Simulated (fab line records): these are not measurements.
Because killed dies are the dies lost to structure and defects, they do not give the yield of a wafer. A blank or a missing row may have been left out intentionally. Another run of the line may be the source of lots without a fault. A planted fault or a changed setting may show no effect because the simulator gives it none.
Chamber matching | flow n5Finfet | N5_MOL_CONTACT_COAG_DESCUM_45 on rieDiel-02 has 4 sister chambers
The step chemistry O2, time 7 s. 24 wafers are shown with their chamber, then 12 later ones without.

WAFERS PAIRED WITH THEIR CHAMBERS
wafer  | chamber | throttleValvePct (%) | drypumpMotorCurrentA (A) | showerheadPlenumPTorr (Torr)
L074.3 | 3       | 20.46                | 5.9                      | 2.07
L074.4 | 1       | 20.31                | 5.9                      | 2.01
L074.6 | 1       | 20.32                | 5.9                      | 2.01
L078.2 | 0       | 20.79                | 5.3                      | 2.09
L078.3 | 3       | 20.45                | 5.9                      | 2.07
L078.6 | 2       | 20.48                | 5.7                      | 2.12
L081.3 | 0       | 20.81                | 5.3                      | 2.09
L081.5 | 0       | 20.80                | 5.3                      | 2.09
L081.6 | 1       | 20.33                | 5.9                      | 2.00
L082.2 | 3       | 20.48                | 5.9                      | 2.07
L082.4 | 1       | 20.34                | 5.9                      | 2.00
L082.5 | 0       | 20.81                | 5.3                      | 2.09
L083.1 | 1       | 20.34                | 5.8                      | 2.00
L083.4 | 0       | 20.83                | 5.3                      | 2.09
L083.6 | 3       | 20.48                | 5.9                      | 2.06
L084.1 | 1       | 20.33                | 5.9                      | 2.00
L084.4 | 2       | 20.50                | 5.7                      | 2.12
L084.6 | 1       | 20.34                | 5.9                      | 2.00
L085.1 | 2       | 20.48                | 5.7                      | 2.12
L085.2 | 0       | 20.82                | 5.3                      | 2.08
L085.3 | 3       | 20.48                | 5.9                      | 2.06
L086.2 | 0       | 20.83                | 5.3                      | 2.08
L086.3 | 2       | 20.50                | 5.8                      | 2.12
L086.4 | 1       | 20.35                | 5.9                      | 2.00

SIGNATURES (means of the wafers above)
reading               | chamber 0 | chamber 1 | chamber 2 | chamber 3 | scatter within a chamber
throttleValvePct      | 20.8129   | 20.3325   | 20.4900   | 20.4700   | 0.0136
drypumpMotorCurrentA  | 5.300     | 5.888     | 5.725     | 5.900     | 0.0285
showerheadPlenumPTorr | 2.0871    | 2.0025    | 2.1200    | 2.0660    | 0.00454
Rule: a wafer's distance from a chamber is the root of the sum, over the readings, of the square of ((its reading less the chamber's mean) divided by the reading's scatter). The wafer belongs to the nearest chamber; if the next one is less than 2 further off, it can't be placed. The scatter is the square root of a quotient: the sum, over the shown wafers, of each reading's squared deviation from its chamber's mean, divided by wafers minus chambers.

WAFERS MISSING THEIR CHAMBER
wafer  | throttleValvePct (%) | drypumpMotorCurrentA (A) | showerheadPlenumPTorr (Torr)
L088.1 | 20.50                | 5.8                      | 2.12
L088.4 | 20.50                | 5.9                      | 2.06
L088.5 | 20.51                | 5.9                      | 2.06
L089.1 | 20.50                | 5.8                      | 2.12
L089.5 | 20.50                | 5.8                      | 2.12
L089.6 | 20.50                | 5.9                      | 2.06
L091.1 | 20.36                | 5.9                      | 2.00
L091.2 | 20.51                | 5.9                      | 2.06
L091.4 | 20.84                | 5.3                      | 2.08
L097.2 | 20.53                | 5.9                      | 2.05
L097.3 | 20.37                | 5.9                      | 1.99
L097.5 | 20.86                | 5.3                      | 2.08

WHICH CHAMBER EACH ONE RAN IN
wafer  | from the rows above | in truth
L088.1 | 2                   | 2
L088.4 | 3                   | 3
L088.5 | 3                   | 3
L089.1 | 2                   | 2
L089.5 | 2                   | 2
L089.6 | 3                   | 3
L091.1 | 1                   | 1
L091.2 | 3                   | 3
L091.4 | 0                   | 0
L097.2 | 3                   | 3
L097.3 | 1                   | 1
L097.5 | 0                   | 0
12 of 12 placed correctly. Left unplaced by these rows: 0. 0 placed wrongly.
